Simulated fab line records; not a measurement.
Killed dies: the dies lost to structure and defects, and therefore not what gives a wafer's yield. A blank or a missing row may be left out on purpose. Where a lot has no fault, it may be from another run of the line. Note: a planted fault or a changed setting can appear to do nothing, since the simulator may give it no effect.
Split-lot experiment / flow n5-finfet / 21 wafers read from 7 lots, route of 1938 steps

## ABOUT THE SPLIT
At N5_SD_EPI_P_ETCH_16 (etches SiO2 in CHF3/O2, target depth 5 nm), the setting target-depth-a was moved away from the recipe's 50 angstrom on 6 of the 21 wafers read, by -10.5% to +10.5%. The other wafers ran this setting at the recipe's value.

Reading taken at the split's own step.

## THE READING
etch.depth-nm (the simulator's own value, which no gauge read), in nm, at N5_SD_EPI_P_ETCH_16 (etches SiO2 in CHF3/O2, target depth 5 nm). The file does not state a usual value for it. The 15 wafers here that ran the recipe average 4.965 nm, standard deviation 0.068 nm.

wafer=L075.1; tool, chamber at the split=rie-diel-04, 2; target-depth-a as run, angstrom=50; against the recipe=recipe; etch.depth-nm, nm=5.031; against lot-mates on the recipe=-
wafer=L075.4; tool, chamber at the split=rie-diel-04, 1; target-depth-a as run, angstrom=50; against the recipe=recipe; etch.depth-nm, nm=4.894; against lot-mates on the recipe=-
wafer=L075.6; tool, chamber at the split=rie-diel-04, 1; target-depth-a as run, angstrom=50; against the recipe=recipe; etch.depth-nm, nm=4.851; against lot-mates on the recipe=-
wafer=L076.1; tool, chamber at the split=rie-diel-02, 0; target-depth-a as run, angstrom=52.59; against the recipe=+5.2%; etch.depth-nm, nm=5.248; against lot-mates on the recipe=+0.264
wafer=L076.4; tool, chamber at the split=rie-diel-02, 2; target-depth-a as run, angstrom=50; against the recipe=recipe; etch.depth-nm, nm=4.984; against lot-mates on the recipe=-
wafer=L076.6; tool, chamber at the split=rie-diel-02, 1; target-depth-a as run, angstrom=52.59; against the recipe=+5.2%; etch.depth-nm, nm=5.356; against lot-mates on the recipe=+0.372
wafer=L078.1; tool, chamber at the split=rie-diel-04, 2; target-depth-a as run, angstrom=50; against the recipe=recipe; etch.depth-nm, nm=5.017; against lot-mates on the recipe=-
wafer=L078.2; tool, chamber at the split=rie-diel-04, 0; target-depth-a as run, angstrom=50; against the recipe=recipe; etch.depth-nm, nm=4.939; against lot-mates on the recipe=-
wafer=L078.6; tool, chamber at the split=rie-diel-04, 3; target-depth-a as run, angstrom=55.23; against the recipe=+10.5%; etch.depth-nm, nm=5.488; against lot-mates on the recipe=+0.510
wafer=L085.1; tool, chamber at the split=rie-diel-04, 3; target-depth-a as run, angstrom=50; against the recipe=recipe; etch.depth-nm, nm=5.031; against lot-mates on the recipe=-
wafer=L085.4; tool, chamber at the split=rie-diel-04, 0; target-depth-a as run, angstrom=54.12; against the recipe=+8.2%; etch.depth-nm, nm=5.4; against lot-mates on the recipe=+0.369
wafer=L085.5; tool, chamber at the split=rie-diel-04, 0; target-depth-a as run, angstrom=54.12; against the recipe=+8.2%; etch.depth-nm, nm=5.366; against lot-mates on the recipe=+0.335
wafer=L089.3; tool, chamber at the split=rie-diel-02, 0; target-depth-a as run, angstrom=50; against the recipe=recipe; etch.depth-nm, nm=4.929; against lot-mates on the recipe=-
wafer=L089.5; tool, chamber at the split=rie-diel-02, 1; target-depth-a as run, angstrom=50; against the recipe=recipe; etch.depth-nm, nm=4.997; against lot-mates on the recipe=-
wafer=L089.6; tool, chamber at the split=rie-diel-02, 0; target-depth-a as run, angstrom=44.75; against the recipe=-10.5%; etch.depth-nm, nm=4.467; against lot-mates on the recipe=-0.496
wafer=L093.4; tool, chamber at the split=rie-diel-02, 3; target-depth-a as run, angstrom=50; against the recipe=recipe; etch.depth-nm, nm=5.043; against lot-mates on the recipe=-
wafer=L093.5; tool, chamber at the split=rie-diel-02, 0; target-depth-a as run, angstrom=50; against the recipe=recipe; etch.depth-nm, nm=5.017; against lot-mates on the recipe=-
wafer=L093.6; tool, chamber at the split=rie-diel-02, 1; target-depth-a as run, angstrom=50; against the recipe=recipe; etch.depth-nm, nm=5.07; against lot-mates on the recipe=-
wafer=L097.3; tool, chamber at the split=rie-diel-03, 0; target-depth-a as run, angstrom=50; against the recipe=recipe; etch.depth-nm, nm=4.907; against lot-mates on the recipe=-
wafer=L097.5; tool, chamber at the split=rie-diel-03, 2; target-depth-a as run, angstrom=50; against the recipe=recipe; etch.depth-nm, nm=4.871; against lot-mates on the recipe=-
wafer=L097.6; tool, chamber at the split=rie-diel-03, 1; target-depth-a as run, angstrom=50; against the recipe=recipe; etch.depth-nm, nm=4.9; against lot-mates on the recipe=-

FIT RESULTS
A straight line over all 21 wafers: etch.depth-nm changes by +0.051 nm for each +1% of target-depth-a; r = +0.96; the points scatter about the line by 0.067 nm.
The same after taking each lot's own level away (the mean of its wafers on the recipe; 21 wafers): +0.0478 nm for each +1%; r = +0.97; scatter 0.049 nm.
Per that fit: largest target-depth-a move, reading shift of 0.5 nm.
Measured against the standard deviation above, the lots' own levels, which go from 4.8927 to 5.0433 nm, span 2.2 times it.
So the lot-to-lot level changes the slope little: the two slopes agree.
Check: -0.5 nm against its lot-mates is what the line predicts for one of the wafers moved furthest among these (-10.5%) when that wafer is left out of the fit. It came out at -0.496 nm against them.

## FURTHER SPLITS ON THESE WAFERS
Before the reading, these wafers also passed through other splits. Each is held against what the fit with the lots' levels taken away leaves over:
other split on the same wafers=N5_ZERO_LAYER_PECVD_02 time-s; wafers away from the commonest value=6; r with etch.depth-nm (lot level and that fit taken away)=-0.02
other split on the same wafers=N5_PMOS_HMC_CHANNEL_EPI_PEB_07 peb-time-s; wafers away from the commonest value=6; r with etch.depth-nm (lot level and that fit taken away)=+0.10
other split on the same wafers=N5_FIN_SAQP_PEB_14 peb-time-s; wafers away from the commonest value=3; r with etch.depth-nm (lot level and that fit taken away)=+0.10
other split on the same wafers=N5_DUMMY_GATE_CVD_03 temp-c; wafers away from the commonest value=9; r with etch.depth-nm (lot level and that fit taken away)=+0.02
other split on the same wafers=N5_DUMMY_GATE_COAT_28 spin-rpm; wafers away from the commonest value=9; r with etch.depth-nm (lot level and that fit taken away)=-0.15
other split on the same wafers=N5_SD_EPI_P_COAT_03 spin-rpm; wafers away from the commonest value=6; r with etch.depth-nm (lot level and that fit taken away)=-0.25

## THE FILE'S OWN FIT
etch.depth-nm changes by +0.048 nm for each +1% of target-depth-a, r = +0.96.
